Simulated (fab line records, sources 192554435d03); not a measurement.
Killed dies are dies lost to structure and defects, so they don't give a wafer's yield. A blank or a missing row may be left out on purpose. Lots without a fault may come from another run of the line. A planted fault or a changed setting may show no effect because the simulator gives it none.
Which tool did it? | flow n5_finfet | 12 lots, 36 wafers sampled, at 6 steps of a route of 1938

WHAT THE GAUGES READ, wafer by wafer
N5_BEOL_M8_CD_MEAS_28: target cd 40 nm.
lot  | measured     | on        | cd_nm (nm)
L076 | day 9 07:01  | cd_sem-03 | 40.12 39.79 40.05
L077 | day 9 16:35  | cd_sem-02 | 40.02 39.64 40.06
L079 | day 10 06:23 | cd_sem-03 | 39.82 39.89 39.98
L081 | day 11 05:04 | cd_sem-03 | 39.83 39.72 40.02
L083 | day 11 17:02 | cd_sem-01 | 40.09 39.69 40.06
L085 | day 12 10:01 | cd_sem-02 | 40.52 40.23 40.02
L088 | day 12 19:20 | cd_sem-02 | 39.95 39.78 39.63
L089 | day 13 03:36 | cd_sem-01 | 39.93 40.35 40.05
L091 | day 13 17:36 | cd_sem-02 | 40.11 40.18 40.38
L093 | day 14 14:29 | cd_sem-01 | 40.46 40.26 40.46
L095 | day 14 21:35 | cd_sem-03 | 40.53 40.26 40.06
L097 | day 15 20:32 | cd_sem-03 | 40.34 40.34 39.92

WHICH TOOL RAN EACH LOT (tool, then ch and the chambers of the sampled wafers, then the start)
lot  | N5_BEOL_M7_HM_OPEN_17             | N5_BEOL_M7_ETCH_72                 | N5_BEOL_M7_SURFACE_TREAT_79  | N5_BEOL_M8_HM_DEP_02         | N5_BEOL_M8_DESCUM_16
L076 | rie_metal-03 ch 1, day 8 22:47    | rie_diel-04 ch 2,3, day 9 00:29    | pvd_sputter-02, day 9 02:01  | pvd_sputter-02, day 9 04:29  | rie_diel-03 ch 1,2, day 9 05:37
L077 | rie_metal-03 ch 0,1, day 9 08:25  | rie_diel-02 ch 2,3, day 9 09:11    | pvd_sputter-02, day 9 10:55  | pvd_sputter-03, day 9 15:02  | rie_diel-01 ch 0,2,3, day 9 15:41
L079 | rie_metal-01 ch 0,1, day 9 20:06  | rie_diel-05 ch 0,1,3, day 9 21:55  | pvd_sputter-03, day 9 23:33  | pvd_sputter-01, day 10 04:07 | rie_diel-01 ch 0,3, day 10 04:47
L081 | rie_metal-02 ch 0,1, day 10 14:31 | rie_diel-05 ch 1,2,3, day 10 18:38 | pvd_sputter-03, day 10 20:49 | pvd_sputter-03, day 11 01:52 | rie_diel-01 ch 0,3, day 11 02:41
L083 | rie_metal-02 ch 0,1, day 11 03:29 | rie_diel-05 ch 1,2, day 11 05:47   | pvd_sputter-02, day 11 08:21 | pvd_sputter-03, day 11 12:11 | rie_diel-03 ch 0,3, day 11 12:48
L085 | rie_metal-01 ch 1, day 11 22:55   | rie_diel-05 ch 2,3, day 12 00:26   | pvd_sputter-03, day 12 02:36 | pvd_sputter-01, day 12 05:52 | rie_diel-03 ch 0,2,3, day 12 07:16
L088 | rie_metal-03 ch 1, day 12 06:16   | rie_diel-04 ch 0,1, day 12 10:04   | pvd_sputter-03, day 12 11:46 | pvd_sputter-02, day 12 15:47 | rie_diel-06 ch 0,1,2, day 12 16:29
L089 | rie_metal-03 ch 1, day 12 16:07   | rie_diel-05 ch 1,2,3, day 12 20:03 | pvd_sputter-02, day 12 22:07 | pvd_sputter-02, day 13 00:50 | rie_diel-06 ch 1,2,3, day 13 02:06
L091 | rie_metal-02 ch 0,1, day 13 07:44 | rie_diel-04 ch 0,1,3, day 13 09:36 | pvd_sputter-01, day 13 11:38 | pvd_sputter-03, day 13 15:08 | rie_diel-06 ch 1,2,3, day 13 15:36
L093 | rie_metal-02 ch 0,1, day 14 02:49 | rie_diel-04 ch 1,2, day 14 05:54   | pvd_sputter-02, day 14 07:35 | pvd_sputter-01, day 14 13:05 | rie_diel-03 ch 0,2,3, day 14 13:40
L095 | rie_metal-03 ch 0,1, day 14 13:37 | rie_diel-05 ch 2,3, day 14 14:20   | pvd_sputter-03, day 14 15:44 | pvd_sputter-02, day 14 19:43 | rie_diel-03 ch 0,2,3, day 14 20:19
L097 | rie_metal-03 ch 0,1, day 15 06:13 | rie_diel-05 ch 1,2, day 15 07:52   | pvd_sputter-01, day 15 12:46 | pvd_sputter-03, day 15 16:53 | rie_diel-06 ch 1,2, day 15 17:32
- N5_BEOL_M7_HM_OPEN_17: chemistry Cl2/BCl3, target TiN, target depth 20 nm, overetch 6 nm.
- N5_BEOL_M7_ETCH_72: etches underlayer in N2/H2, target depth 6.5 nm, time 5.2 s.
- N5_BEOL_M7_SURFACE_TREAT_79
- N5_BEOL_M8_HM_DEP_02: deposits TiN, target thk 20 nm.
- N5_BEOL_M8_DESCUM_16: chemistry O2, time 7.9 s.

THE ANSWER, worked out from the rows above alone
Rule: what is usual is taken from the lots themselves. Put in order of their means at a reading, lots are off if they are a third of the lots or fewer, leave a main group of 4 or more, and stand apart from it by a gap of 3 or more times the standard deviation of the main group's means; of several such gaps the widest counts. A main group whose means are all the same, to the digits that the tables above print for the reading, isn't used. A lot without any number at a reading at which 4 lots or more have one is off too. The other lots that the step has rows for count as sound.
No lot is off at any reading shown: from this, nothing can be told.

WHAT THE SIMULATOR HAD PUT IN
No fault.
